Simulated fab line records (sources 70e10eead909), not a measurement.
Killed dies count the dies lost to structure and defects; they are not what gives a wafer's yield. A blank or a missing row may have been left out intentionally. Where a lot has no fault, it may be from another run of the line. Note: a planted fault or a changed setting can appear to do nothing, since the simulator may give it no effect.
Chamber matching    flow nand_harc    NHARC_A_STAIRCASE_STRIP_476 on rie_diel-01: 4 sister chambers
The step strips in O2, time 20 s. 8 wafers are shown with their chamber, then 9 later ones without.

== WAFERS WITH THEIR CHAMBER ==
wafer   chamber  drypump_motor_current_A (A)  showerhead_plenum_p_Torr (Torr)
L087.6  1        5.9                          3.44
L088.4  2        5.7                          3.80
L088.5  0        5.4                          3.80
L090.3  1        5.9                          3.43
L090.5  0        5.4                          3.80
L092.3  3        6.1                          3.37
L092.4  3        6.1                          3.37
L092.6  2        5.6                          3.79

== WAFERS WITHOUT THEIR CHAMBER ==
wafer   drypump_motor_current_A (A)  showerhead_plenum_p_Torr (Torr)
L094.4  5.7                          3.79
L094.5  5.9                          3.43
L094.6  5.7                          3.79
L093.1  5.6                          3.79
L093.3  5.9                          3.43
L093.4  5.4                          3.79
L096.1  6.0                          3.36
L096.2  5.7                          3.78
L096.4  5.4                          3.79

== WHICH CHAMBER EACH ONE RAN IN ==
wafer   from the rows above  in truth
L094.4  2                    2
L094.5  1                    1
L094.6  2                    2
L093.1  2                    2
L093.3  1                    1
L093.4  0                    0
L096.1  3                    3
L096.2  2                    2
L096.4  0                    0
Correctly placed: 9 of 9. From these rows, 0 cannot be placed. Number placed wrongly: 0.
How it was worked out, from the rows above alone: a wafer's distance from a chamber is the root of the sum, over the readings, of the square of ((its reading less the chamber's mean) divided by the reading's scatter). The wafer belongs to the nearest chamber; if the next one is less than 2 further off, it can't be placed. A chamber's mean is the mean of its shown wafers. The scatter: the root of (the sum of the squares of (reading less its chamber's mean) over the shown wafers, divided by (wafers less chambers)).
